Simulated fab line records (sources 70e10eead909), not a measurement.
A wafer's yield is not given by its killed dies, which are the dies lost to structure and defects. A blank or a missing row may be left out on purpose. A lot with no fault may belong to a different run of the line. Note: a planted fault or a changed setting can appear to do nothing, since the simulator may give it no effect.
A struck lot beside a sound one ; flow nandHarc ; 14 steps out of a route of 1302
Sound: the wafers L531.2, L531.3, L531.6. The struck wafers were L539.2, L539.5, L539.6. Last of all comes the cause.
Per side, at each step with rows, come the tool, then ch with its chambers, and then its first start. Under that, the readings that differ: sound wafers ; struck wafers ; difference of the means ; sigmas: that difference in standard deviations of wafers without a fault.
alike: words and numbers the same on both sides, and readings whose means are apart by under 2 such deviations; not compared: readings that were withheld, readings missing a value for some wafer, numbers with overlapping values and no deviation given by the record, and bounds like >300 which may hide the same value.
Wherever a step has rows on one side only, a row that says differs or no value, or a row with sigmas, the two part there. Numbers that have no deviation but don't overlap get no sigmas and don't part them. Lack of a reading on every wafer of one side parts them only where that side has two or more wafers.

first, 1 step without rows for these wafers: NHARC_A_ONON_D2_DEP_19 (target thk 1000 nm).
NHARC_A_ONON_D2_THK_MEAS_21: measures by ellipsometry.
  sound: filmMetro-01 at day 15 00:05; struck: filmMetro-02 at day 17 22:59
  alike: thkNm
after that, 1 step with no rows for these wafers: NHARC_A_ONON_D2_DEP_22 (target thk 1000 nm).
NHARC_A_ONON_D2_THK_MEAS_24: measures by ellipsometry.
  sound: filmMetro-02 at day 15 00:39; struck: filmMetro-01 at day 17 23:33
  alike: thkNm
after that, 1 step with no rows for these wafers: NHARC_A_ONON_D2_DEP_25 (target thk 1000 nm).
NHARC_A_ONON_D2_THK_MEAS_27: measures by ellipsometry.
  sound: filmMetro-01 at day 15 01:13; struck: filmMetro-01 at day 18 00:07
  alike: thkNm
after that, 1 step with no rows for these wafers: NHARC_A_ONON_D2_DEP_28 (target thk 1000 nm).
NHARC_A_ONON_D2_THK_MEAS_30: measures by ellipsometry.
  sound: filmMetro-01 at day 15 01:47; struck: filmMetro-02 at day 18 00:41
reading;sound;struck;difference;sigmas
thkNm (nm);975 974 975;1008 1009 1008;+34;+3
NHARC_A_ONON_D2_DEP_33: deposits SiO2, target thk 200 nm.
  sound on pecvd-01 ch 0,1,2, day 15 01:50; struck on pecvd-03 ch 0,2, day 18 00:44
  alike: heaterPowerW, mfcPrecursorSccm, showerheadVppV, throttleValvePct
  not compared: sinceWetCleanH
NHARC_A_ONON_D2_THK_MEAS_34: measures by ellipsometry.
  sound: filmMetro-01 at day 15 02:15; struck: filmMetro-01 at day 18 01:09
  alike: thkNm
NHARC_A_ONON_D2_INSPECT_32:
  sound: defectInspect-02 at day 15 02:19; struck: defectInspect-01 at day 18 01:13
  alike: rawDefectCount
NHARC_A_CHANNEL_HOLE_D2_DEP_00: deposits aC, target thk 3100 nm.
  sound on aclDep-03 ch 0, day 15 02:42; struck on aclDep-03 ch 0, day 18 08:01
  alike: throttleValvePct
NHARC_A_CHANNEL_HOLE_D2_DEP_01: deposits SiON, target thk 140 nm.
  sound on pecvd-02 ch 0,1,2, day 15 04:19; struck on pecvd-04 ch 0,1, day 18 09:45
  alike: heaterPowerW, showerheadVppV
  not compared: sinceWetCleanH
-- break in the record here, with 11 days between the starts of the struck wafers on either side (left off in module A_CHANNEL_HOLE_D2, picked up again in module END, where the first step shown is number 1302 on the route) --
NHARC_END_SORT_01:
  only the struck wafers appear in the record here, on prober-01 ch 0 at day 29 09:56; the sound ones have no rows

== WHERE THEY PART ==
First at NHARC_A_ONON_D2_THK_MEAS_30; last, within this record, at NHARC_END_SORT_01.

WHY: whatever the simulator had introduced
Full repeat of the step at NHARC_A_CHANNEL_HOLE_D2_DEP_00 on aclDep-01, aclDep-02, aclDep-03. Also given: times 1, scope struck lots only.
